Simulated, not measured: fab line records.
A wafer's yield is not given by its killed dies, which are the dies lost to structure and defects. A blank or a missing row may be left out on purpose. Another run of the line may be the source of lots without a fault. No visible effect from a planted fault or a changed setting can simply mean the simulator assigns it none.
fab line records + flow nand_harc
record:
- lots: 10
- wafers: 30
- last_day: 33
route steps=1302 shown A_CHANNEL_HOLE_D2@589 END@1302
lots that met no fault: from a run of the same line without faults
start_h: start of the lot's first displayed wafer, in hours after the record's first day + wait_h: how many hours have passed since the lot's step before this one + " same as the row above + L1.1+2: a row that stands for several wafers + - no value, or no start was given + * or withheld: withheld + < > ~ a bound
route shown NAME@n: names a module that has steps shown in the file, with the first one's number in the route + usual: mean/standard deviation taken from wafers without a fault + same: alike in all rows + chamber/n: place in a boat + sites: per-site readings + _std_site: how widely they spread, as a standard deviation + _edge_site: the outer-site mean with the inner-site mean subtracted + radius_mm: how far each site lies from the wafer's centre + mask NAME#n: copy n + behind: the tool/chamber that last shaped the wafer + hold: the reason the lot was held/the length of the hold in hours/how it ended + device: whichever transistor did not switch (one of n, p or np) + end of line: the tests these same wafers got at the end of their route + a step without rows: its recipe alone + killed: not the wafer's yield, but the dies lost to structure and defects at the first sort + map: a wafer's dies, x killed, . not, _ none there
set.NAME: the run value of the setting; set.NAME@STEP: its run value at that earlier step + model.NAME: the simulator's own value behind a step, which no gauge read
one table for each step of the route and one row for each wafer, over a sample of lots
services: a tool's chamber out of use, with start hour (start_h, from the record's first day; less than 0 if before it), hours out, and reason
== steps ==
step: NHARC_A_CHANNEL_HOLE_D2_ETCH_16
recipe:
- target_depth_a: 31000
- over_etch_frac: 0.3
- time_s: 806
- ion_energy_ev: 150
- o2_flow_sccm: 400
- cos_flow_sccm: 20
- ar_flow_sccm: 0
- rf_w: 500
- bias_w: 300
- chemistry: O2/COS
usual:
- drypump_motor_current_A: 5.61/0.28
- o2_flow_sccm: 400.2/1.2
- oes_product_au: 1.002/0.0077
- rf_vpp_V: 313.8/1.7
- showerhead_plenum_p_Torr: 3.10/0.11
- throttle_valve_pct: 28.330/0.0088
same:
- over_etch_frac: 0.3
- time_s: 806
| lot.wafer | tool        | chamber | start_h | wait_h | drypump_motor_current_A | o2_flow_sccm | oes_product_au | rf_hours_counter_h | rf_vpp_V | showerhead_plenum_p_Torr | throttle_valve_pct |
|-----------|-------------|---------|---------|--------|-------------------------|--------------|----------------|--------------------|----------|--------------------------|--------------------|
| L195.4    | rie_diel-10 | 2       | -       | -      | 5.72                    | 398.7        | 1.005          | 5.6                | 314.6    | 3.18                     | 28.322             |
| L195.2    | "           | 3       | "       | "      | 5.96                    | 401.2        | 1.011          | 5.9                | 312.0    | 3.00                     | 28.325             |
| L195.3    | "           | 1       | "       | "      | 5.75                    | 398.5        | 0.990          | 6.0                | 314.6    | 3.12                     | 28.334             |
| L196.1    | rie_diel-07 | 1       | -       | -      | 5.74                    | 400.6        | 1.004          | 5.9                | 313.8    | 3.24                     | 28.323             |
| L196.3    | "           | 3       | "       | "      | 5.79                    | 400.9        | 1.000          | 5.2                | 313.3    | 3.15                     | 28.328             |
| L196.5    | "           | 1       | "       | "      | 5.72                    | 400.8        | 1.010          | -                  | 315.7    | 3.24                     | 28.332             |
| L202.2    | rie_diel-10 | 0       | -       | -      | 5.32                    | 400.3        | 0.995          | 0.4                | 310.9    | 2.94                     | 28.329             |
| L202.3    | "           | 2       | "       | "      | 5.71                    | 399.5        | 0.987          | 0.5                | 314.5    | 3.17                     | 28.332             |
| L202.6    | "           | 3       | "       | "      | 5.95                    | 400.1        | 1.004          | -                  | 311.4    | 3.00                     | 28.318             |
| L201.1    | rie_diel-10 | 3       | -       | -      | 5.96                    | 401.0        | 1.003          | 1.2                | 309.7    | 3.00                     | 28.329             |
| L201.5    | "           | 1       | "       | "      | 5.75                    | 399.7        | 0.996          | -                  | 315.7    | 3.12                     | 28.342             |
| L201.6    | "           | 2       | "       | "      | 5.74                    | 398.1        | 0.985          | -                  | 313.9    | 3.17                     | 28.337             |
| L203.1    | rie_diel-07 | 1       | -       | -      | 5.74                    | 400.6        | 0.996          | 9.0                | 316.3    | 3.24                     | 28.331             |
| L203.6    | "           | 1       | "       | "      | 5.74                    | 399.6        | 1.004          | -                  | 315.2    | 3.23                     | 28.327             |
| L203.5    | "           | 2       | "       | "      | 5.15                    | 399.6        | 1.015          | -                  | 312.4    | 2.92                     | 28.339             |
| L208.1    | rie_diel-07 | 3       | 486.58  | 0.1    | 5.79                    | 401.0        | 1.012          | 1.5                | 315.4    | 3.14                     | 28.339             |
| L208.2    | "           | 1       | "       | "      | 5.76                    | 400.1        | 1.017          | 1.5                | 316.5    | 3.23                     | 28.324             |
| L208.3    | "           | 3       | "       | "      | 5.80                    | 401.3        | 1.011          | -                  | 314.4    | 3.14                     | 28.325             |
| L207.2    | rie_diel-10 | 3       | -       | -      | 5.97                    | 400.7        | 1.011          | 3.9                | 311.7    | 2.99                     | 28.316             |
| L207.4    | "           | 0       | "       | "      | 5.31                    | 398.5        | 1.008          | 4.0                | 311.4    | 2.94                     | 28.315             |
| L207.1    | "           | 2       | "       | "      | 5.72                    | 401.1        | 0.990          | 3.8                | 315.0    | 3.17                     | 28.340             |
| L209.1    | rie_diel-06 | 3       | -       | -      | 5.56                    | 399.8        | 1.003          | 1.6                | 315.2    | 3.26                     | 28.327             |
| L209.3    | "           | 0       | "       | "      | 5.24                    | 401.8        | 0.999          | 1.6                | 314.6    | 3.19                     | 28.326             |
| L209.4    | "           | 2       | "       | "      | 5.60                    | 401.0        | 0.990          | 1.0                | 313.0    | 3.07                     | 28.325             |
| L211.4    | rie_diel-06 | 3       | -       | -      | 5.58                    | 397.5        | 0.999          | 2.4                | 315.2    | 3.26                     | 28.335             |
| L211.1    | "           | 0       | "       | "      | 5.24                    | 401.0        | 0.997          | 2.2                | 314.3    | 3.19                     | 28.338             |
| L211.3    | "           | 2       | "       | "      | 5.61                    | 400.2        | 0.993          | 1.6                | 313.7    | 3.07                     | 28.345             |
| L210.4    | rie_diel-07 | 0       | -       | -      | 5.90                    | 399.7        | 1.010          | 0.7                | 316.4    | 3.23                     | 28.341             |
| L210.2    | "           | 2       | "       | "      | 5.14                    | 401.4        | 1.012          | 1.5                | 310.9    | 2.92                     | 28.339             |
| L210.6    | "           | 0       | "       | "      | 5.91                    | 400.1        | 1.009          | -                  | 316.0    | 3.23                     | 28.345             |
step: NHARC_A_CHANNEL_HOLE_D2_ETCH_19
recipe:
- bias_v: 1200
- source_w: 2500
- pressure_mtorr: 15
- time_s: 34.5
- ar_flow_sccm: 375
- c4f8_flow_sccm: 28.8
- o2_flow_sccm: 96.2
- temp_c: -20
- target_depth_a: *
- chemistry: C4F8/O2/Ar
usual:
- drypump_motor_current_A: 5.6/0.56
- o2_flow_sccm: 96.21/0.25
- showerhead_plenum_p_Torr: 3.65/0.16
- throttle_valve_pct: 37.038/0.0083
same:
- time_s: 34.5
| lot.wafer | tool        | chamber | start_h | wait_h | drypump_motor_current_A | o2_flow_sccm | rf_hours_counter_h | showerhead_plenum_p_Torr | throttle_valve_pct |
|-----------|-------------|---------|---------|--------|-------------------------|--------------|--------------------|--------------------------|--------------------|
| L195.2    | har_etch-01 | 1       | 368.55  | 0.4    | 5.0                     | 96.29        | 195                | 3.57                     | 37.032             |
| L195.4    | "           | 1       | "       | "      | 5.0                     | 96.01        | -                  | 3.57                     | 37.048             |
| L195.3    | "           | 0       | "       | "      | 5.2                     | 96.46        | -                  | 3.51                     | 37.040             |
| L196.1    | har_etch-01 | 1       | 380.73  | 0.7    | 5.0                     | 96.33        | 203                | 3.57                     | 37.053             |
| L196.3    | "           | 0       | "       | "      | 5.2                     | 96.18        | -                  | 3.51                     | 37.029             |
| L196.5    | "           | 1       | "       | "      | 5.0                     | 96.40        | -                  | 3.57                     | 37.041             |
| L202.2    | har_etch-02 | 1       | 436.07  | 0.1    | 6.4                     | 96.40        | 19                 | 3.74                     | 37.030             |
| L202.3    | "           | 0       | "       | "      | 6.0                     | 95.92        | -                  | 3.97                     | 37.039             |
| L202.6    | "           | 0       | "       | "      | 5.9                     | 95.57        | -                  | 3.97                     | 37.036             |
| L201.1    | har_etch-01 | 0       | 437.94  | 0.1    | 5.2                     | 96.25        | 241                | 3.49                     | 37.035             |
| L201.5    | "           | 1       | "       | "      | 5.0                     | 96.15        | -                  | 3.54                     | 37.024             |
| L201.6    | "           | 0       | "       | "      | 5.2                     | 96.64        | -                  | 3.48                     | 37.023             |
| L203.1    | har_etch-01 | 1       | 442.40  | 0.1    | 5.0                     | 96.08        | 245                | 3.54                     | 37.048             |
| L203.6    | "           | 1       | "       | "      | 5.0                     | 96.33        | -                  | 3.54                     | 37.048             |
| L203.5    | "           | 0       | "       | "      | 5.2                     | 96.12        | -                  | 3.48                     | 37.034             |
| L208.2    | har_etch-02 | 0       | 487.59  | 0.1    | 5.9                     | 96.14        | 50                 | 3.96                     | 37.035             |
| L208.1    | "           | 1       | "       | "      | 6.4                     | 96.44        | 50                 | 3.73                     | 37.055             |
| L208.3    | "           | 0       | "       | "      | 6.0                     | 95.86        | -                  | 3.96                     | 37.050             |
| L207.1    | har_etch-01 | 1       | 490.69  | 2.3    | 5.0                     | 96.37        | 275                | 3.53                     | 37.034             |
| L207.2    | "           | 0       | "       | "      | 5.2                     | 96.08        | 275                | 3.47                     | 37.045             |
| L207.4    | "           | 0       | "       | "      | 5.2                     | 96.37        | -                  | 3.47                     | 37.038             |
| L209.1    | har_etch-01 | 1       | 505.90  | 0.1    | 5.0                     | 95.83        | 283                | 3.52                     | 37.038             |
| L209.3    | "           | 1       | "       | "      | 5.0                     | 96.59        | -                  | 3.52                     | 37.046             |
| L209.4    | "           | 0       | "       | "      | 5.2                     | 96.24        | -                  | 3.46                     | 37.037             |
| L211.1    | har_etch-02 | 0       | 521.52  | 0.1    | 6.0                     | 96.25        | 65                 | 3.95                     | 37.038             |
| L211.3    | "           | 0       | "       | "      | 5.9                     | 95.86        | -                  | 3.95                     | 37.037             |
| L211.4    | "           | 1       | "       | "      | 6.4                     | 96.16        | -                  | 3.72                     | 37.033             |
| L210.2    | har_etch-01 | 0       | 521.68  | 0.1    | 5.2                     | 96.04        | 291                | 3.46                     | 37.048             |
| L210.4    | "           | 1       | "       | "      | 5.0                     | 95.97        | -                  | 3.52                     | 37.046             |
| L210.6    | "           | 0       | "       | "      | 5.2                     | 96.05        | -                  | 3.46                     | 37.040             |
step: NHARC_A_CHANNEL_HOLE_D2_ETCH_20
recipe:
- bias_v: 3000
- source_w: withheld
- pressure_mtorr: 20
- time_s: 361.9
- ar_flow_sccm: 375
- c4f8_flow_sccm: 89.3
- o2_flow_sccm: 35.7
- temp_c: -20
- target_depth_a: 16000
- chemistry: C4F8/O2/Ar
usual:
- drypump_motor_current_A: 5.6/0.57
- o2_flow_sccm: 35.72/0.11
- showerhead_plenum_p_Torr: 3.61/0.15
- throttle_valve_pct: 32.153/0.0085
same:
- time_s: 361.9
| lot.wafer | tool        | chamber | start_h | wait_h | drypump_motor_current_A | o2_flow_sccm | rf_hours_counter_h | showerhead_plenum_p_Torr | throttle_valve_pct |
|-----------|-------------|---------|---------|--------|-------------------------|--------------|--------------------|--------------------------|--------------------|
| L195.2    | har_etch-01 | 1       | 368.66  | 0.1    | 5.0                     | 35.58        | 195                | 3.53                     | 32.143             |
| L195.4    | "           | 1       | "       | "      | 5.0                     | 35.65        | -                  | 3.53                     | 32.160             |
| L195.3    | "           | 0       | "       | "      | 5.2                     | 35.73        | -                  | 3.48                     | 32.163             |
| L196.1    | har_etch-01 | 1       | 380.84  | 0.1    | 5.0                     | 35.65        | 203                | 3.53                     | 32.149             |
| L196.3    | "           | 0       | "       | "      | 5.2                     | 35.78        | -                  | 3.47                     | 32.148             |
| L196.5    | "           | 1       | "       | "      | 5.0                     | 35.52        | -                  | 3.53                     | 32.166             |
| L202.2    | har_etch-02 | 1       | 436.18  | 0.1    | 6.4                     | 35.69        | 19                 | 3.70                     | 32.145             |
| L202.3    | "           | 0       | "       | "      | 6.0                     | 35.57        | -                  | 3.92                     | 32.154             |
| L202.6    | "           | 0       | "       | "      | 6.0                     | 35.46        | -                  | 3.92                     | 32.164             |
| L201.1    | har_etch-01 | 0       | 438.08  | 0.1    | 5.2                     | 35.61        | 241                | 3.45                     | 32.126             |
| L201.5    | "           | 1       | "       | "      | 5.0                     | 35.88        | -                  | 3.51                     | 32.161             |
| L201.6    | "           | 0       | "       | "      | 5.2                     | 35.54        | -                  | 3.45                     | 32.163             |
| L203.1    | har_etch-01 | 1       | 442.52  | 0.1    | 5.0                     | 35.79        | 245                | 3.51                     | 32.143             |
| L203.6    | "           | 1       | "       | "      | 5.0                     | 35.80        | -                  | 3.51                     | 32.159             |
| L203.5    | "           | 0       | "       | "      | 5.2                     | 35.81        | -                  | 3.45                     | 32.163             |
| L208.2    | har_etch-02 | 0       | 487.70  | 0.1    | 6.0                     | 35.87        | 50                 | 3.91                     | 32.165             |
| L208.1    | "           | 1       | "       | "      | 6.4                     | 35.64        | 50                 | 3.68                     | 32.148             |
| L208.3    | "           | 0       | "       | "      | 5.9                     | 36.06        | -                  | 3.90                     | 32.137             |
| L207.1    | har_etch-01 | 1       | 490.80  | 0.1    | 5.0                     | 35.71        | 276                | 3.49                     | 32.154             |
| L207.2    | "           | 0       | "       | "      | 5.2                     | 35.65        | 276                | 3.44                     | 32.152             |
| L207.4    | "           | 0       | "       | "      | 5.2                     | 35.76        | -                  | 3.44                     | 32.155             |
| L209.1    | har_etch-01 | 1       | 506.01  | 0.1    | 5.0                     | 35.72        | 283                | 3.49                     | 32.161             |
| L209.3    | "           | 1       | "       | "      | 5.0                     | 35.62        | -                  | 3.49                     | 32.154             |
| L209.4    | "           | 0       | "       | "      | 5.2                     | 35.79        | -                  | 3.43                     | 32.162             |
| L211.1    | har_etch-02 | 0       | 521.63  | 0.1    | 6.0                     | 35.67        | 65                 | 3.90                     | 32.156             |
| L211.3    | "           | 0       | "       | "      | 6.0                     | 35.71        | -                  | 3.90                     | 32.162             |
| L211.4    | "           | 1       | "       | "      | 6.4                     | 35.80        | -                  | 3.68                     | 32.171             |
| L210.2    | har_etch-01 | 0       | 521.79  | 0.1    | 5.2                     | 35.70        | 291                | 3.43                     | 32.164             |
| L210.4    | "           | 1       | "       | "      | 5.0                     | 35.72        | -                  | 3.48                     | 32.161             |
| L210.6    | "           | 0       | "       | "      | 5.2                     | 35.58        | -                  | 3.43                     | 32.150             |
step: NHARC_A_CHANNEL_HOLE_D2_ETCH_44
recipe:
- target_depth_a: 1400
- overetch_a: 140
- time_s: 77
- ion_energy_ev: 100
- cf4_flow_sccm: 80
- o2_flow_sccm: 20
- ar_flow_sccm: 0
- rf_w: 300
- bias_w: 100
- chemistry: CF4/O2
usual:
- drypump_motor_current_A: 5.58/0.29
- o2_flow_sccm: 20.00/0.052
- oes_product_au: 1.002/0.0075
- rf_vpp_V: 197.6/1.3
- showerhead_plenum_p_Torr: 1.32/0.05
- throttle_valve_pct: 13.397/0.009
same:
- time_s: 77
| lot.wafer | tool        | chamber | start_h | wait_h | drypump_motor_current_A | o2_flow_sccm | oes_product_au | rf_hours_counter_h | rf_vpp_V | showerhead_plenum_p_Torr | throttle_valve_pct |
|-----------|-------------|---------|---------|--------|-------------------------|--------------|----------------|--------------------|----------|--------------------------|--------------------|
| L195.2    | rie_diel-10 | 1       | 373.25  | 0.1    | 5.72                    | 19.92        | 1.004          | 6.2                | 197.8    | 1.33                     | 13.403             |
| L195.3    | "           | 2       | "       | "      | 5.71                    | 20.06        | 1.007          | 6.0                | 198.7    | 1.36                     | 13.380             |
| L195.4    | "           | 0       | "       | "      | 5.31                    | 20.06        | 1.006          | 6.5                | 195.2    | 1.26                     | 13.402             |
| L196.3    | rie_diel-06 | 1       | 385.44  | 0.0    | 5.01                    | 19.99        | 1.010          | 3.6                | 198.4    | 1.27                     | 13.379             |
| L196.1    | "           | 3       | "       | "      | 5.55                    | 20.03        | 1.004          | 4.1                | 199.9    | 1.40                     | 13.388             |
| L196.5    | "           | 1       | "       | "      | 5.02                    | 20.01        | 0.995          | -                  | 196.3    | 1.27                     | 13.406             |
| L202.3    | rie_diel-10 | 3       | 440.77  | 0.1    | 5.95                    | 20.02        | 1.004          | 1.4                | 195.7    | 1.28                     | 13.393             |
| L202.2    | "           | 1       | "       | "      | 5.72                    | 19.98        | 0.996          | 1.3                | 199.8    | 1.33                     | 13.391             |
| L202.6    | "           | 3       | "       | "      | 5.96                    | 20.06        | 1.000          | -                  | 195.6    | 1.28                     | 13.385             |
| L201.1    | rie_diel-06 | 2       | 443.60  | 0.1    | 5.59                    | 20.07        | 0.998          | 7.0                | 198.1    | 1.31                     | 13.391             |
| L201.5    | "           | 3       | "       | "      | 5.57                    | 20.00        | 1.000          | -                  | 199.7    | 1.40                     | 13.392             |
| L201.6    | "           | 2       | "       | "      | 5.60                    | 20.08        | 0.992          | -                  | 196.8    | 1.31                     | 13.408             |
| L203.1    | rie_diel-07 | 3       | 447.15  | 0.1    | 5.77                    | 20.02        | 1.009          | 8.0                | 196.4    | 1.35                     | 13.406             |
| L203.5    | "           | 1       | "       | "      | 5.70                    | 20.08        | 1.007          | -                  | 198.5    | 1.38                     | 13.419             |
| L203.6    | "           | 2       | "       | "      | 5.13                    | 19.97        | 1.006          | -                  | 196.4    | 1.25                     | 13.398             |
| L208.1    | rie_diel-10 | 2       | 492.31  | 0.1    | 5.71                    | 19.94        | 0.996          | 3.9                | 199.2    | 1.36                     | 13.395             |
| L208.3    | "           | 3       | "       | "      | 5.94                    | 20.04        | 1.004          | 4.2                | 197.3    | 1.28                     | 13.401             |
| L208.2    | "           | 0       | "       | "      | 5.31                    | 19.93        | 1.004          | 4.3                | 195.4    | 1.26                     | 13.405             |
| L207.4    | rie_diel-10 | 2       | 495.40  | 0.0    | 5.73                    | 20.00        | 0.993          | 4.3                | 198.7    | 1.36                     | 13.389             |
| L207.2    | "           | 0       | "       | "      | 5.30                    | 19.90        | 1.015          | 4.5                | 196.4    | 1.26                     | 13.376             |
| L207.1    | "           | 1       | "       | "      | 5.75                    | 20.08        | 1.013          | 4.2                | 197.7    | 1.33                     | 13.397             |
| L209.4    | rie_diel-10 | 0       | 510.65  | 0.1    | 5.29                    | 19.93        | 1.003          | 4.8                | 196.2    | 1.26                     | 13.409             |
| L209.1    | "           | 1       | "       | "      | 5.69                    | 20.07        | 1.003          | 4.4                | 197.6    | 1.33                     | 13.399             |
| L209.3    | "           | 2       | "       | "      | 5.70                    | 19.93        | 0.982          | 4.5                | 199.6    | 1.36                     | 13.398             |
| L210.2    | rie_diel-07 | 1       | 526.42  | 0.1    | 5.72                    | 19.96        | 1.000          | 3.1                | 198.1    | 1.38                     | 13.411             |
| L210.4    | "           | 2       | "       | "      | 5.13                    | 19.98        | 1.003          | 1.6                | 196.4    | 1.24                     | 13.398             |
| L210.6    | "           | 1       | "       | "      | 5.69                    | 19.95        | 1.012          | -                  | 197.9    | 1.38                     | 13.390             |
| L211.1    | rie_diel-10 | 0       | 526.71  | 0.5    | 5.30                    | 20.06        | 1.007          | 5.5                | 197.2    | 1.26                     | 13.393             |
| L211.3    | "           | 1       | "       | "      | 5.73                    | 19.91        | 0.996          | 5.2                | 197.9    | 1.33                     | 13.397             |
| L211.4    | "           | 3       | "       | "      | 5.94                    | 20.11        | 1.021          | 5.5                | 196.4    | 1.28                     | 13.390             |
step: NHARC_A_CHANNEL_HOLE_D2_INSPECT_40
usual:
- raw_defect_count: 260/72
| lot.wafer | tool              | chamber | start_h | wait_h | raw_defect_count |
|-----------|-------------------|---------|---------|--------|------------------|
| L195.2    | defect_inspect-02 | -       | 374.25  | -      | 635              |
| L195.3    | "                 | -       | "       | "      | 615              |
| L195.4    | "                 | -       | "       | "      | 646              |
| L196.1    | defect_inspect-02 | -       | 386.43  | -      | 540              |
| L196.3    | "                 | -       | "       | "      | 674              |
| L196.5    | "                 | -       | "       | "      | 604              |
| L202.2    | defect_inspect-02 | -       | 441.75  | -      | 201              |
| L202.3    | "                 | -       | "       | "      | 149              |
| L202.6    | "                 | -       | "       | "      | 191              |
| L201.1    | defect_inspect-02 | -       | 444.68  | -      | 204              |
| L201.5    | "                 | -       | "       | "      | 213              |
| L201.6    | "                 | -       | "       | "      | 305              |
| L203.1    | defect_inspect-02 | -       | 448.11  | -      | 383              |
| L203.5    | "                 | -       | "       | "      | 472              |
| L203.6    | "                 | -       | "       | "      | 238              |
| L208.1    | defect_inspect-01 | -       | 493.28  | -      | 290              |
| L208.2    | "                 | -       | "       | "      | 228              |
| L208.3    | "                 | -       | "       | "      | 256              |
| L207.1    | defect_inspect-01 | -       | 496.39  | -      | 171              |
| L207.2    | "                 | -       | "       | "      | 184              |
| L207.4    | "                 | -       | "       | "      | 227              |
| L209.1    | defect_inspect-02 | -       | 511.63  | -      | 211              |
| L209.3    | "                 | -       | "       | "      | 324              |
| L209.4    | "                 | -       | "       | "      | 362              |
| L210.2    | defect_inspect-01 | -       | 527.40  | -      | 290              |
| L210.4    | "                 | -       | "       | "      | 341              |
| L210.6    | "                 | -       | "       | "      | 390              |
| L211.1    | defect_inspect-01 | -       | 527.69  | -      | 214              |
| L211.3    | "                 | -       | "       | "      | 198              |
| L211.4    | "                 | -       | "       | "      | 224              |
step: NHARC_END_SORT_01
recipe:
- temp_c: 25
usual:
- killed_at_array: 55/17
- killed_at_other: 1.1/1.4
- killed_at_periphery: 3.9/3
- killed_dies: 59/17
- killed_open: 3.5/2
- killed_short: 2.6/1.6
same:
- gross_dies: 677
| lot.wafer | tool      | chamber | start_h | wait_h | killed_at_array | killed_at_other | killed_at_periphery | killed_dies | killed_open | killed_short |
|-----------|-----------|---------|---------|--------|-----------------|-----------------|---------------------|-------------|-------------|--------------|
| L195.2    | prober-01 | 0       | 635.92  | 2.8    | 115             | 0               | 3                   | 118         | 0           | 3            |
| L195.3    | prober-01 | 0       | 636.73  | 3.1    | 124             | 0               | 3                   | 127         | 5           | 1            |
| L195.4    | prober-01 | 0       | 637.53  | 3.4    | 124             | 0               | 7                   | 131         | 3           | 1            |
| L196.1    | prober-01 | 0       | 647.71  | 2.5    | 93              | 2               | 2                   | 97          | 5           | 3            |
| L196.3    | prober-01 | 0       | 649.32  | 3.1    | 99              | 3               | 3                   | 105         | 5           | 4            |
| L196.5    | prober-01 | 0       | 650.92  | 3.7    | 97              | 1               | 4                   | 102         | 2           | 3            |
killed by level:class
L195.2 A_CHANNEL_HOLE_D2:unspecified=58 A_CHANNEL_HOLE_D1:chamber_film_flake=23 A_SLIT:chamber_film_flake=11 A_STAIRCASE:chamber_film_flake=8 A_CHANNEL_HOLE_D2:chamber_film_flake=3 A_BLC:chamber_film_flake=3 P_ZERO_WELL:chamber_film_flake=2 A_WL_FILL:chamber_film_flake=2
L195.3 A_CHANNEL_HOLE_D2:unspecified=61 A_CHANNEL_HOLE_D1:chamber_film_flake=19 A_SLIT:chamber_film_flake=14 A_STAIRCASE:chamber_film_flake=10 A_CHANNEL_HOLE_D2:chamber_film_flake=5 A_CONTACT:chamber_film_flake=4 P_M0:geometric_particle:open=2 A_ONON_D1:geometric_particle:open=2
L195.4 A_CHANNEL_HOLE_D2:unspecified=68 A_CHANNEL_HOLE_D1:chamber_film_flake=21 A_SLIT:chamber_film_flake=8 A_STAIRCASE:chamber_film_flake=7 A_BLC:chamber_film_flake=7 A_CONTACT:chamber_film_flake=4 P_ZERO_WELL:chamber_film_flake=3 P_GATE:chamber_film_flake=3
L196.1 A_CHANNEL_HOLE_D2:unspecified=76 A_CHANNEL_FILL_D1:geometric_particle:open=2 A_CHANNEL_FILL_D2:geometric_particle:short=2 P_GATE:chamber_film_flake=2 A_ZERO_WELL:chamber_film_flake=2 A_CHANNEL_HOLE_D2:chamber_film_flake=2 A_CONTACT:chamber_film_flake=2 A_M1:chamber_film_flake=2
L196.3 A_CHANNEL_HOLE_D2:unspecified=76 A_STAIRCASE:chamber_film_flake=4 A_CHANNEL_HOLE_D2:chamber_film_flake=3 A_M1:chamber_film_flake=3 THIN_TSV:chamber_film_flake=3 A_DECK1_JOINT:geometric_particle:short=2 A_CHANNEL_HOLE_D1:chamber_film_flake=2 P_STI:geometric_particle:open=1
L196.5 A_CHANNEL_HOLE_D2:unspecified=70 A_M1:chamber_film_flake=8 A_CONTACT:chamber_film_flake=4 A_CHANNEL_HOLE_D1:chamber_film_flake=3 P_GATE:chamber_film_flake=2 A_ZERO_WELL:chamber_film_flake=2 A_CHANNEL_HOLE_D2:chamber_film_flake=2 A_STAIRCASE:chamber_film_flake=2
== services ==
| tool        | chamber | start_h | hours | kind       |
|-------------|---------|---------|-------|------------|
| rie_diel-10 | 0       | 349.70  | -     | clean      |
| rie_diel-10 | 1       | 349.70  | -     | clean      |
| rie_diel-10 | 2       | 349.70  | -     | clean      |
| rie_diel-10 | 3       | 349.70  | -     | clean      |
| rie_diel-10 | 0       | 374.20  | -     | clean      |
| rie_diel-10 | 1       | 374.20  | -     | clean      |
| rie_diel-10 | 2       | 374.20  | -     | clean      |
| rie_diel-10 | 3       | 374.20  | -     | clean      |
| rie_diel-06 | 0       | 380.02  | 5.0   | repair     |
| har_etch-02 | -       | 380.74  | 17.0  | pm         |
| rie_diel-10 | 0       | 398.70  | -     | clean      |
| rie_diel-10 | 1       | 398.70  | -     | clean      |
| rie_diel-10 | 2       | 398.70  | -     | clean      |
| rie_diel-10 | 3       | 398.70  | -     | clean      |
| rie_diel-10 | -       | 419.70  | 9.0   | pm         |
| rie_diel-10 | 0       | 419.70  | 9.0   | vent_cycle |
| rie_diel-10 | 1       | 419.70  | 9.0   | vent_cycle |
| rie_diel-10 | 2       | 419.70  | 9.0   | vent_cycle |
| rie_diel-10 | 3       | 419.70  | 9.0   | vent_cycle |
| rie_diel-07 | -       | 430.03  | 2.1   | repair     |
| rie_diel-06 | 0       | 437.00  | 9.5   | repair     |
| rie_diel-07 | -       | 471.20  | 9.0   | pm         |
| rie_diel-07 | 2       | 483.11  | 7.7   | repair     |
| rie_diel-06 | -       | 484.20  | 9.0   | pm         |
== key ==
first_sign:
- step: NHARC_A_CHANNEL_HOLE_D2_INSPECT_40
- reading: raw_defect_count
- direction: up
- sigmas: 5
- usual: 260
- struck: 619
effect:
- step: NHARC_END_SORT_01
- reading: killed_at_array
- direction: up
- sigmas: 3.2
- usual: 55
- struck: 109
- wafers_moved: 5
more_kills_born_at:
- NHARC_A_CHANNEL_HOLE_D2_ETCH_20@har_etch-01: 294
met_at NHARC_A_CHANNEL_HOLE_D2_ETCH_20
struck_lots L195,L196
tester_left_out L195,L196
not_acting_at NHARC_A_CHANNEL_HOLE_D2_ETCH_16,NHARC_A_CHANNEL_HOLE_D2_ETCH_19,NHARC_A_CHANNEL_HOLE_D2_ETCH_44
fault:
- kind: chamber_particle_source
- tool: har_etch-01
- chamber: -
- onset_h: 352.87
- steps: NHARC_A_CHANNEL_HOLE_D2_ETCH_20
- rate_per_visit_cm2: 0.54913
- end_h: 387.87
tester_left_out: of these lots the tester's yield and bins aren't shown, on N5 and GAA mostly nor the transistor test; their killed dies are dies lost to structure and defects alone, not to doping, threshold or leakage, so they don't give the yield
